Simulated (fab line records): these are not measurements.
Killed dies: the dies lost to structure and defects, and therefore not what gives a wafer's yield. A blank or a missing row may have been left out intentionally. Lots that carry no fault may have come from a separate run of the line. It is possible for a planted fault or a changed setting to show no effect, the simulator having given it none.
Matching of chambers    flow n5-finfet    4 sister chambers for N5_HKMG_FIN_ETCH_35 on rie-diel-03
The step etches SOC in N2/H2, target depth 215.8 nm, time 243.4 s. 8 wafers are shown with their chamber, then 9 later ones without.

WAFERS, EACH WITH ITS CHAMBER
wafer   chamber  throttle-valve-pct (%)  oes-product-au (a.u.)
L079.2  0        18.19                   0.68
L081.5  2        18.00                   0.90
L084.4  3        17.51                   0.90
L085.4  1        18.14                   0.87
L085.5  3        17.50                   0.92
L090.1  0        17.75                   0.96
L090.2  2        18.03                   0.86
L090.4  1        18.17                   0.84

WAFERS WITH NO CHAMBER GIVEN
wafer   throttle-valve-pct (%)  oes-product-au (a.u.)
L092.2  17.73                   0.96
L092.3  17.53                   0.88
L092.5  17.53                   0.88
L093.1  17.75                   0.95
L093.2  18.05                   0.86
L093.6  17.53                   0.86
L096.1  17.77                   0.93
L096.2  18.04                   0.84
L096.6  17.77                   0.93

WHICH CHAMBER EACH ONE RAN IN
wafer   from the rows above                in truth
L092.2  can't be placed: 3 or 2 or 0 or 1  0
L092.3  3                                  3
L092.5  3                                  3
L093.1  can't be placed: 3 or 2 or 0 or 1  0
L093.2  can't be placed: 2 or 0 or 1       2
L093.6  3                                  3
L096.1  can't be placed: 2 or 0 or 3 or 1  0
L096.2  can't be placed: 2 or 0 or 1       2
L096.6  can't be placed: 2 or 0 or 3 or 1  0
3 of 9 placed correctly. Cannot be placed on the basis of these rows: 6; the candidates contain the true chamber in 6. Placed wrongly: 0.
How it was worked out, from the rows above alone: a wafer's distance from a chamber is the root of the sum, over the readings, of the square of ((its reading less the chamber's mean) divided by the reading's scatter). The wafer belongs to the nearest chamber; if the next one is less than 2 further off, it can't be placed. For every chamber, the mean is computed from those of its wafers that are shown. The scatter: the root of (the sum of the squares of (reading less its chamber's mean) over the shown wafers, divided by (wafers less chambers)).
